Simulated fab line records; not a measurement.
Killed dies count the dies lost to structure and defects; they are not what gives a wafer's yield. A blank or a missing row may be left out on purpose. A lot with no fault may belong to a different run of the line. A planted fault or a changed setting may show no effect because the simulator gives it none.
Comparing a struck lot with a sound one    flow nand_harc    15 out of 1159 route steps
Sound: the wafers L610.2, L610.3, L610.4. The struck wafers were L617.2, L617.3, L617.5. At the end, the cause is stated.
Per side, at each step with rows, come the tool, then ch with its chambers, and then its first start. Under that, the readings that differ: sound wafers    struck wafers    difference of the means    sigmas: that difference in standard deviations of wafers without a fault.
alike: words and numbers the same on both sides, and readings whose means are apart by under 2 such deviations; not compared: readings that were withheld, readings missing a value for some wafer, numbers with overlapping values and no deviation given by the record, and bounds like >300 which may hide the same value.
Wherever a step has rows on one side only, a row that says differs or no value, or a row with sigmas, the two part there. Numbers that have no deviation but don't overlap get no sigmas and don't part them. Lack of a reading on every wafer of one side parts them only where that side has two or more wafers.

first, 6 steps without rows for these wafers: NHARC_A_CONTACT_COAT_02 (resist thk 90 nm); NHARC_A_CONTACT_SOFTBAKE_03 (time 55 s); NHARC_A_CONTACT_EBR_04; NHARC_A_CONTACT_EXPOSE_05 (exposes mask A CC); NHARC_A_CONTACT_PEB_06 (peb time 65 s); NHARC_A_CONTACT_DEVELOP_07 (develop time 35 s).
NHARC_A_CONTACT_CD_MEAS_08: target cd 100 nm.
  sound on cd_sem-02 ch 0, day 17 06:47; struck on cd_sem-01 ch 0, day 19 16:34
  alike: cd_nm
NHARC_A_CONTACT_OVL_MEAS_09:
  sound on overlay-02 at day 17 06:52; struck on overlay-01 at day 19 16:38
  alike: overlay_x_nm, overlay_y_nm
NHARC_A_CONTACT_INSPECT_10:
  sound on defect_inspect-02 at day 17 06:55; struck on defect_inspect-01 at day 19 16:41
reading           sound    struck    difference  sigmas
raw_defect_count  11 13 7  43 42 47  +34         +2
NHARC_A_CONTACT_DESCUM_13: chemistry O2, time 3 s.
  sound on rie_diel-13 ch 0,2,3, day 17 06:58; struck on rie_diel-06 ch 1,3, day 19 16:45
  alike: drypump_motor_current_A, oes_product_au, rf_vpp_V, showerhead_plenum_p_Torr, throttle_valve_pct
  not compared: rf_hours_counter_h
NHARC_A_CONTACT_ETCH_88: etches the open film in CF4, target depth 39 nm, time 65 s.
  sound on rie_diel-13 ch 0,1,2, day 17 07:03; struck on rie_diel-06 ch 0,1, day 19 16:50
  alike: bias_w, cf4_flow_sccm, drypump_motor_current_A, oes_product_au, rf_vpp_V, showerhead_plenum_p_Torr, throttle_valve_pct
  not compared: rf_hours_counter_h
NHARC_A_CONTACT_ETCH_89: etches the open film in N2/H2, target depth 260 nm, time 475.3 s.
  sound on rie_diel-13 ch 0,2,3; struck on rie_diel-06 ch 0,1,2
  alike: bias_w, chamber_pressure_mTorr, drypump_motor_current_A, oes_product_au, rf_vpp_V, showerhead_plenum_p_Torr, throttle_valve_pct
  not compared: rf_hours_counter_h
NHARC_A_CONTACT_ETCH_30: etches the open film in CF4/CHF3, target depth 60.5 nm, time 30.2 s.
  sound on rie_diel-13 ch 0,2,3, day 17 07:29; struck on rie_diel-06 ch 0,2,3, day 19 17:18
  no value came back on the struck wafers for any of 8 readings (bias_w (W), cf4_flow_sccm (sccm) and others); on the sound wafers bias_w (W) reads 200.5 200.6 200.4
NHARC_A_CONTACT_ETCH_31: etches the open film in O2/COS, target depth 2000 nm, time 520 s.
  sound on rie_diel-13 ch 0,1,2; struck on rie_diel-06 ch 2,3
  alike: bias_w, chamber_pressure_mTorr, drypump_motor_current_A, oes_product_au, rf_vpp_V, showerhead_plenum_p_Torr, throttle_valve_pct
  not compared: rf_hours_counter_h
-- break in the record here, with 3 days between the starts of the struck wafers on either side (left off in module A_CONTACT, picked up again in module END, where the first step shown is number 1159 on the route) --
NHARC_END_SORT_01:
  only the struck wafers appear in the record here, on prober-01 ch 0 at day 22 05:30; the sound ones have no rows

## WHERE THEY PART
Earliest at NHARC_A_CONTACT_INSPECT_10; latest, in this record, at NHARC_END_SORT_01.

WHY: whatever the simulator had introduced
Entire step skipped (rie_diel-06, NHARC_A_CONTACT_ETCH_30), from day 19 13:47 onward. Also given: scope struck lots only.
